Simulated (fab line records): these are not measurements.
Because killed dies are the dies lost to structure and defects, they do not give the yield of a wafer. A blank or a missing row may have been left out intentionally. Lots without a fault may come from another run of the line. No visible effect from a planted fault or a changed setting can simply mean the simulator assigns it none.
fab line records	flow n5-finfet
[record] lots = 6	wafers = 18	last-day = 17
route steps=1938 shown HKMG_FIN@454 GATE_CUT@465 BEOL_M4@1111
lots that met no fault: taken from a fault-free run of the same line
start-h: hours from the record's opening day to when the first of the lot's shown wafers began	wait-h: hours from the lot's prior step to this one	" same as the row above	L1.1+2: a single row standing in for several wafers	- no value, or no start was given	* or withheld: withheld	< > ~ a bound
route shown NAME@n: names a module that has steps shown in the file, with the first one's number in the route	usual: the fault-free wafers' mean and standard deviation	same: alike in all rows	chamber/n: place in a boat	sites: readings site by site	_std_site: standard deviation across them	_edge_site: the outer-site mean with the inner-site mean subtracted	radius-mm: how far each site lies from the wafer's centre	mask NAME#n: copy n	behind: the most recent tool/chamber to have shaped the wafer	hold: why the lot went on hold/how many hours it stayed there/how the hold came to an end	device: names the non-switching transistor (n, p or np)	end of line: the tests these same wafers got at the end of their route	a step with no rows: only its recipe	killed: dies lost to structure and defects at the first sort, not the wafer's yield	map: the dies of a wafer, with x for killed, . for not killed, _ for no die there
set.NAME: the setting as run; set.NAME@STEP: as run at that earlier step	model.NAME: the simulator's own value behind a step, which no gauge read
lots seen at some steps along the route; tables by step, rows by wafer
services: from which hour (start-h, from the record's first day; less than 0 if before it) a tool's chamber was out of use, for how many hours, and why
[[steps]]
[step N5_HKMG_FIN_ETCHBACK_68]
[recipe] chemistry = Cl2/Ar	stop-on = HfO2	target-depth-a = 5	pressure-mtorr = 10	icp-w = 600	bias-w = 60	Cl2_flow_sccm = 40	Ar_flow_sccm = 60
[usual] drypump-motor-current-A = 5.8/0.45	mfc-cl2-sccm = 39.99/0.12	oes-product-au = 0.77/0.11	throttle-valve-pct = 20.87/0.15
lot.wafer	tool	chamber	start-h	wait-h	drypump-motor-current-A	mfc-cl2-sccm	oes-product-au	rf-hours-counter-h	throttle-valve-pct
L601.1	rie-metal-01	1	80.51	0.0	5.8	40.00	0.66	99	21.03
L601.2	"	1	"	"	5.8	39.95	0.66	-	21.01
L601.3	"	1	"	"	5.8	39.87	0.66	-	21.04
L605.1	rie-metal-01	0	106.67	0.0	6.2	40.02	0.95	1	20.69
L605.3	"	1	"	"	5.8	39.85	0.66	-	21.04
L605.4	"	0	"	"	6.2	39.86	0.95	-	20.69
L608.1	rie-metal-03	0	126.86	0.0	4.6	39.94	0.79	32	20.91
L608.3	"	0	"	"	4.6	39.90	0.80	-	20.91
L608.6	"	1	"	"	6.0	39.90	0.69	-	20.58
L614.2	rie-metal-02	0	155.21	0.0	6.1	40.09	0.74	56	20.92
L614.5	"	0	"	"	6.1	40.21	0.74	-	20.92
L614.6	"	1	"	"	5.6	40.05	0.92	-	20.83
L615.1	rie-metal-01	0	164.56	0.0	6.2	39.91	0.89	8	20.70
L615.3	"	0	"	"	6.2	40.33	0.90	-	20.71
L615.6	"	1	"	"	5.8	39.95	0.64	-	21.07
L624.1	rie-metal-02	0	224.20	0.0	6.1	40.04	0.72	62	20.94
L624.3	"	0	"	"	6.1	40.03	0.72	-	20.94
L624.6	"	0	"	"	6.1	40.05	0.72	-	20.93
[step N5_HKMG_FIN_STRIP_69]
[recipe] chemistry = N2/H2	power-w = 2500	temp-c = 300	h2-frac = 0.65	time-s = 360	pressure-mtorr = withheld	n2-flow-sccm = 1750	h2-flow-sccm = 3250
[usual] drypump-motor-current-A = 5.6/0.36	heater-power-w = 438/17
[same] time-s = 360
lot.wafer	tool	chamber	start-h	wait-h	drypump-motor-current-A	heater-power-w	rf-hours-counter-h
L601.1	plasma-asher-02	0	80.78	0.2	5.8	455	88
L601.2	"	1	"	"	5.1	450	88
L601.3	"	1	"	"	5.1	445	-
L605.1	plasma-asher-02	0	106.81	0.1	5.8	444	92
L605.3	"	1	"	"	5.1	425	-
L605.4	"	0	"	"	5.8	444	-
L608.1	plasma-asher-02	1	127.00	0.1	5.1	453	99
L608.3	"	0	"	"	5.8	441	-
L608.6	"	1	"	"	5.1	447	-
L614.2	plasma-asher-01	0	155.35	0.1	6.0	447	51
L614.5	"	1	"	"	5.4	402	-
L614.6	"	0	"	"	6.0	437	-
L615.1	plasma-asher-02	0	164.71	0.1	5.8	442	108
L615.3	"	0	"	"	5.8	453	-
L615.6	"	1	"	"	5.1	452	-
L624.1	plasma-asher-02	0	224.35	0.1	5.8	454	119
L624.3	"	0	"	"	5.8	441	-
L624.6	"	1	"	"	5.1	449	-
[step N5_HKMG_FIN_ALD_21]
[recipe] material = TiN	target-thk-a = 15	temp-c = 400	ald-precursor-family = TiCl4	ald-co-reactant = NH3	pulse-time-s = 1	purge-time-s = 3	co-reactant-purge-time-s = 2	co-reactant-pulse-time-s = 2	ald-cycles = 68	pressure-torr = 3
[step N5_HKMG_FIN_ALD_72]
[recipe] material = W	target-thk-a = 20	temp-c = 300	pressure-torr = 7.5	ald-precursor-family = WF6	ald-co-reactant = B2H6	pulse-time-s = 1	purge-time-s = 2	co-reactant-purge-time-s = 2	co-reactant-pulse-time-s = 3	ald-cycles = 7
[step N5_HKMG_FIN_W_FILL_22]
[recipe] material = W	target-thk-a = 600	temp-c = 400	pressure-torr = 39.4	time-s = 18.2
[step N5_HKMG_FIN_PRECLEAN_83]
[recipe] chemistry = DIW	time-s = 57.5	temp-c = 23
[step N5_HKMG_FIN_SRD_84]
[recipe] dry-time-s = 32	dry = n2-spin	spin-rpm = 1500
[step N5_HKMG_FIN_CMP_23]
[recipe] stop-on = SiNx	t-overpolish-s = 10	post-cmp-clean = rinse-only	down-force-psi = 4	platen-rpm = 50.289	pad-velocity-m-s = 1.0006	target-thk-nm = 46.326
[usual] motor-current-A = 12.9/1.9	overpolish-run-s = 9.999/0.0093	platen-rpm = 50.29/0.031	time-to-endpoint-s = 12.9/2.4
lot.wafer	tool	chamber	start-h	wait-h	motor-current-A	overpolish-run-s	platen-rpm	time-to-endpoint-s
L601.2	cmp-01	1	81.70	0.0	14.9	9.996	50.32	10.3
L601.3	"	2	"	"	15.5	10.001	50.26	12.8
L601.1	"	0	"	"	13.5	10.007	50.31	7.8
L605.1	cmp-01	2	107.72	0.0	15.8	9.992	50.27	10.4
L605.3	"	0	"	"	13.0	10.004	50.30	10.3
L605.4	"	1	"	"	14.6	9.993	50.28	9.5
L608.3	cmp-04	0	127.91	0.0	10.6	9.981	50.29	9.5
L608.1	"	2	"	"	10.0	10.000	50.29	15.6
L608.6	"	1	"	"	10.1	9.991	50.32	17.3
L614.2	cmp-04	0	156.44	0.2	10.3	10.004	50.28	12.0
L614.6	"	2	"	"	10.3	9.991	50.34	18.5
L614.5	"	3	"	"	12.6	9.998	50.29	15.9
L615.1	cmp-02	2	165.62	0.0	12.6	9.993	50.27	15.1
L615.3	"	0	"	"	8.7	9.992	50.31	15.3
L615.6	"	2	"	"	12.2	10.005	50.32	16.5
L624.1	cmp-01	2	225.26	0.0	15.5	9.991	50.29	10.8
L624.3	"	1	"	"	14.3	9.989	50.25	10.9
L624.6	"	2	"	"	15.7	10.000	50.25	11.0
[step N5_HKMG_FIN_CMP_94]
[recipe] stop-on = SiNx	post-cmp-clean = w-dilute-nh4oh	t-overpolish-s = 4.7	down-force-psi = 4	platen-rpm = 50.289	pad-velocity-m-s = 1.0006	target-thk-nm = 43.299
[usual] motor-current-A = 12.9/1.9	platen-rpm = 50.29/0.032
lot.wafer	tool	chamber	start-h	wait-h	motor-current-A	platen-rpm
L601.2	cmp-01	1	82.18	0.4	15.2	50.29
L601.3	"	2	"	"	15.9	50.28
L601.1	"	0	"	"	12.4	50.26
L605.1	cmp-01	2	108.20	0.4	15.6	50.28
L605.3	"	0	"	"	12.5	50.32
L605.4	"	1	"	"	15.5	50.32
L608.3	cmp-04	0	128.39	0.4	10.7	50.28
L608.1	"	2	"	"	10.1	50.24
L608.6	"	1	"	"	10.7	50.28
L614.2	cmp-04	0	156.82	0.3	10.7	50.27
L614.6	"	2	"	"	9.9	50.27
L614.5	"	3	"	"	12.8	50.31
L615.1	cmp-02	2	166.10	0.4	12.7	50.29
L615.3	"	0	"	"	9.8	50.23
L615.6	"	2	"	"	12.1	50.28
L624.1	cmp-01	2	225.74	0.4	15.7	50.26
L624.3	"	1	"	"	14.4	50.22
L624.6	"	2	"	"	15.4	50.28
[step N5_HKMG_FIN_INSPECT_28]
[recipe] inspect-instrument = darkfield	mode = post-cmp
[usual] raw-defect-count = 40/16
lot.wafer	tool	chamber	start-h	wait-h	raw-defect-count
L601.1	defect-inspect-01	-	82.42	0.0	30
L601.2	"	-	"	"	42
L601.3	"	-	"	"	32
L605.1	defect-inspect-01	-	108.43	0.0	21
L605.3	"	-	"	"	36
L605.4	"	-	"	"	24
L608.1	defect-inspect-01	-	128.63	0.0	38
L608.3	"	-	"	"	67
L608.6	"	-	"	"	36
L614.2	defect-inspect-02	-	156.99	0.0	44
L614.5	"	-	"	"	60
L614.6	"	-	"	"	78
L615.1	defect-inspect-01	-	166.33	0.0	22
L615.3	"	-	"	"	31
L615.6	"	-	"	"	30
L624.1	defect-inspect-01	-	225.97	0.0	50
L624.3	"	-	"	"	40
L624.6	"	-	"	"	39
[step N5_GATE_CUT_ETCHBACK_00]
[recipe] chemistry = SF6/Cl2	target = W	pressure-mtorr = 8	icp-w = 900	bias-w = 80	SF6_flow_sccm = 40	Cl2_flow_sccm = 60
[usual] drypump-motor-current-A = 5.7/0.54	mfc-cl2-sccm = 59.98/0.17	oes-product-au = 0.79/0.099	throttle-valve-pct = 27.50/0.25
lot.wafer	tool	chamber	start-h	wait-h	drypump-motor-current-A	mfc-cl2-sccm	oes-product-au	rf-hours-counter-h	throttle-valve-pct
L601.1	rie-metal-03	1	82.45	0.0	6.0	60.18	0.71	69	27.09
L601.2	"	0	"	"	4.6	59.99	0.82	28	27.52
L601.3	"	1	"	"	5.9	59.88	0.71	-	27.10
L605.1	rie-metal-02	0	108.47	0.0	6.1	60.08	0.77	51	27.64
L605.3	"	0	"	"	6.1	60.27	0.76	-	27.66
L605.4	"	0	"	"	6.1	60.28	0.77	-	27.65
L608.1	rie-metal-02	0	128.66	0.0	6.1	60.13	0.76	54	27.64
L608.3	"	1	"	"	5.6	60.25	0.98	-	27.63
L608.6	"	0	"	"	6.1	60.20	0.77	-	27.64
L614.2	rie-metal-02	1	157.02	0.0	5.6	60.11	0.94	3	27.63
L614.5	"	1	"	"	5.6	60.06	0.96	-	27.63
L614.6	"	0	"	"	6.1	60.45	0.75	-	27.65
L615.1	rie-metal-02	0	166.37	0.0	6.1	59.76	0.75	57	27.65
L615.3	"	1	"	"	5.6	60.12	0.94	-	27.64
L615.6	"	0	"	"	6.1	59.82	0.76	-	27.66
L624.1	rie-metal-03	1	226.01	0.0	5.9	59.73	0.68	81	27.10
L624.3	"	0	"	"	4.7	60.31	0.79	-	27.55
L624.6	"	1	"	"	5.9	59.81	0.69	-	27.10
[step N5_GATE_CUT_ETCH_56]
[recipe] chemistry = Cl2/Ar	target = TiN	target-depth-a = 216	pressure-mtorr = 10	icp-w = 600	bias-w = 60	Cl2_flow_sccm = 40	Ar_flow_sccm = 60
[usual] drypump-motor-current-A = 5.7/0.54	mfc-cl2-sccm = 39.94/0.13	oes-product-au = 0.78/0.099	rf-fwd-power-W = 596.1/1.9	throttle-valve-pct = 20.80/0.16
lot.wafer	tool	chamber	start-h	wait-h	drypump-motor-current-A	mfc-cl2-sccm	oes-product-au	rf-fwd-power-W	rf-hours-counter-h	throttle-valve-pct	model.etch.depth-nm
L601.1	rie-metal-03	1	82.57	0.1	5.9	39.94	0.72	599.9	69	20.53	22.69
L601.2	"	0	"	"	4.6	39.88	0.82	595.8	28	20.92	21.4
L601.3	"	1	"	"	5.9	40.04	0.72	598.7	-	20.54	22.65
L605.1	rie-metal-02	0	108.71	0.2	6.1	39.96	0.74	597.0	51	20.94	21.37
L605.3	"	0	"	"	6.1	39.87	0.76	598.5	-	20.92	21.41
L605.4	"	0	"	"	6.1	39.92	0.75	596.5	-	20.91	21.46
L608.1	rie-metal-02	0	128.78	0.1	6.1	39.83	0.74	597.3	54	20.91	21.52
L608.3	"	1	"	"	5.6	40.26	0.99	595.4	-	20.79	22.94
L608.6	"	0	"	"	6.1	39.80	0.75	597.1	-	20.92	21.45
L614.2	rie-metal-02	1	157.14	0.1	5.6	39.88	0.83	450.8	3	20.93	18.29
L614.5	"	1	"	"	5.6	39.99	0.83	452.2	-	20.96	18.31
L614.6	"	0	"	"	6.1	39.92	0.64	450.9	-	21.07	17.06
L615.1	rie-metal-02	0	166.49	0.1	6.1	39.97	0.64	454.2	57	21.06	17.12
L615.3	"	1	"	"	5.6	40.00	0.83	452.8	-	20.95	18.14
L615.6	"	0	"	"	6.1	40.06	0.64	452.6	-	21.03	17.24
L624.1	rie-metal-03	1	226.13	0.1	5.9	39.98	0.70	596.8	82	20.56	22.55
L624.3	"	0	"	"	4.6	39.88	0.78	595.8	-	20.92	21.19
L624.6	"	1	"	"	5.9	39.97	0.70	597.5	-	20.57	22.51
[step N5_GATE_CUT_ETCHBACK_30]
[recipe] chemistry = Cl2/Ar	target = TiN	target-depth-a = 30	mode = isotropic	pressure-mtorr = 10	icp-w = 600	bias-w = 60	Cl2_flow_sccm = 40	Ar_flow_sccm = 60
[step N5_BEOL_M4_RC_MEAS_101]
[usual] DIBL_N = 36.0/1.9	DIBL_P = 36.0/2.1	IOFF_N = 0.155/0.029	IOFF_P = 0.20/0.032	ION_N = 672/11	ION_P = 461/6.9	SS_N = 71.5/0.58	SS_P = 73.2/0.64	VT_N = 250.4/2.9	VT_P = -251.0/2.8
lot.wafer	tool	chamber	start-h	wait-h	DIBL_N[mV/V]	DIBL_P[mV/V]	IOFF_N[nA/um]	IOFF_P[nA/um]	ION_N[uA/um]	ION_P[uA/um]	SS_N[mV/dec]	SS_P[mV/dec]	VT_N[mV]	VT_P[mV]
L601.1	prober-02	0	179.89	0.0	35.1	34.2	0.126	0.16	654	438	71.7	72.7	255.4	-258.2
L601.2	"	0	"	"	34.4	34.5	0.125	0.15	663	452	70.8	72.5	252.5	-258.4
L601.3	"	0	"	"	34.0	34.4	0.124	0.16	672	456	71.2	72.5	251.0	-254.6
L605.1	prober-01	0	209.97	0.0	37.1	36.4	0.160	0.22	665	461	72.0	72.8	250.9	-249.1
L605.3	"	0	"	"	37.3	35.9	0.154	0.22	659	460	71.5	73.5	253.5	-250.7
L605.4	"	0	"	"	36.4	36.0	0.143	0.21	668	463	71.4	72.7	251.8	-248.4
L608.1	prober-02	0	223.57	0.0	36.7	36.2	0.149	0.20	658	445	71.3	73.5	252.6	-255.1
L608.3	"	0	"	"	36.3	37.0	0.159	0.22	677	468	71.9	73.6	248.2	-252.4
L608.6	"	0	"	"	37.1	36.8	0.163	0.22	663	452	72.2	73.4	250.4	-251.5
L614.2	prober-01	0	246.66	0.2	34.3	34.8	0.159	0.19	681	464	71.5	73.5	248.2	-253.9
L614.5	"	0	"	"	37.2	36.8	0.195	0.22	689	462	72.0	74.3	247.2	-251.3
L614.6	"	0	"	"	35.7	35.8	0.171	0.20	673	459	71.9	73.3	249.8	-253.1
L615.1	prober-01	0	256.57	0.0	36.9	35.6	0.173	0.23	683	470	71.5	74.0	247.8	-246.5
L615.3	"	0	"	"	33.3	33.0	0.124	0.19	675	465	70.6	73.6	250.4	-247.1
L615.6	"	0	"	"	36.2	34.9	0.156	0.22	662	459	71.6	73.9	249.3	-247.3
L624.1	prober-01	0	311.35	0.0	35.8	33.2	0.143	0.18	661	453	71.0	73.1	250.2	-253.6
L624.3	"	0	"	"	37.8	36.0	0.173	0.22	665	453	72.0	74.1	247.7	-250.3
L624.6	"	0	"	"	38.5	37.5	0.198	0.25	685	465	72.1	74.3	247.6	-248.4
[[services]]
tool	chamber	start-h	hours	kind
cmp-04	-	61.43	2.6	repair
rie-metal-01	0	63.46	-	clean
rie-metal-01	0	63.46	24.6	scheduled-down
rie-metal-01	0	63.46	24.6	vent-cycle
cmp-01	-	64.95	3.6	pm
cmp-02	-	68.68	2.2	repair
cmp-04	-	76.95	21.0	repair
rie-metal-02	1	96.26	-	clean
rie-metal-02	1	96.26	25.2	scheduled-down
rie-metal-02	1	96.26	25.2	vent-cycle
cmp-04	-	97.98	3.6	pm
cmp-01	-	103.09	4.4	pm
plasma-asher-02	-	109.26	2.8	pm
plasma-asher-01	-	115.45	10.4	repair
rie-metal-03	0	132.05	12.0	repair
cmp-01	-	149.02	0.2	repair
cmp-01	-	161.62	0.5	repair
plasma-asher-01	-	168.97	3.8	repair
cmp-01	-	171.43	1.2	repair
cmp-02	-	172.72	1.7	repair
rie-metal-01	-	195.05	14.6	pm
cmp-04	-	197.34	4.2	repair
cmp-01	-	203.68	4.0	pm
rie-metal-01	-	210.27	0.7	repair
[[key]]
[first-sign] step = N5_GATE_CUT_ETCH_56	reading = rf-fwd-power-W	direction = down	sigmas = 77	usual = *	struck = *
effect none on later readings
[model-effect] step = N5_GATE_CUT_ETCH_56	value = etch.depth-nm	without = 22.45	struck = 17.69
met-at N5_GATE_CUT_ETCH_56
struck-wafers L614.2,L614.5,L614.6,L615.1,L615.3,L615.6
onset-between 128.78 157.14
[fault] kind = process-parameter-drift	tool = rie-metal-02	chamber = -	onset-h = 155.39	steps = N5_GATE_CUT_ETCH_56	channel = icp-w	offset = -144	shape = step	end-h = 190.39	acts-in = these-recipes-only	stated = 600
